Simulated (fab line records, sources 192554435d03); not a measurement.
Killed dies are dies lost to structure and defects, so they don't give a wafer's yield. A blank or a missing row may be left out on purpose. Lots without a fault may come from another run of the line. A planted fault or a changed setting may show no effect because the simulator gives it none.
Chamber matching | flow n5_finfet | N5_BEOL_M11_STRIP_67 on rie_diel-03: 4 sister chambers
The step strips in CF4. 4 wafers are shown with their chamber, then 12 later ones without.

WAFERS WITH THEIR CHAMBER
wafer  | chamber | showerhead_plenum_p_Torr (Torr)
L084.4 | 2       | 1.72
L086.5 | 3       | 1.85
L085.2 | 0       | 1.85
L085.5 | 1       | 1.78

WAFERS WITHOUT THEIR CHAMBER
wafer  | showerhead_plenum_p_Torr (Torr)
L087.3 | 1.85
L087.4 | 1.85
L087.5 | 1.78
L088.1 | 1.84
L088.3 | 1.78
L088.5 | 1.85
L092.1 | 1.78
L092.3 | 1.72
L092.4 | 1.84
L095.2 | 1.84
L095.3 | 1.78
L095.5 | 1.78

WHICH CHAMBER EACH WENT THROUGH
wafer  | from the rows above     | in truth
L087.3 | can't be placed: 0 or 3 | 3
L087.4 | can't be placed: 0 or 3 | 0
L087.5 | 1                       | 1
L088.1 | can't be placed: 0 or 3 | 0
L088.3 | 1                       | 1
L088.5 | can't be placed: 0 or 3 | 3
L092.1 | 1                       | 1
L092.3 | 2                       | 2
L092.4 | can't be placed: 0 or 3 | 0
L095.2 | can't be placed: 0 or 3 | 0
L095.3 | 1                       | 1
L095.5 | 1                       | 1
Placed correctly: 6 of 12. Can't be placed from these rows: 6 (the true chamber is among the candidates in 6). Placed wrongly: 0.
How it was worked out, from the rows above alone: a wafer's distance from a chamber is the root of the sum, over the readings, of the square of ((its reading less the chamber's mean) divided by the reading's scatter). The wafer belongs to the nearest chamber; if the next one is less than 2 further off, it can't be placed. A chamber's mean is the mean of its shown wafers. The scatter: with one shown wafer a chamber, the root of the mean of the squares of how far each hidden wafer lies from its nearest shown one.
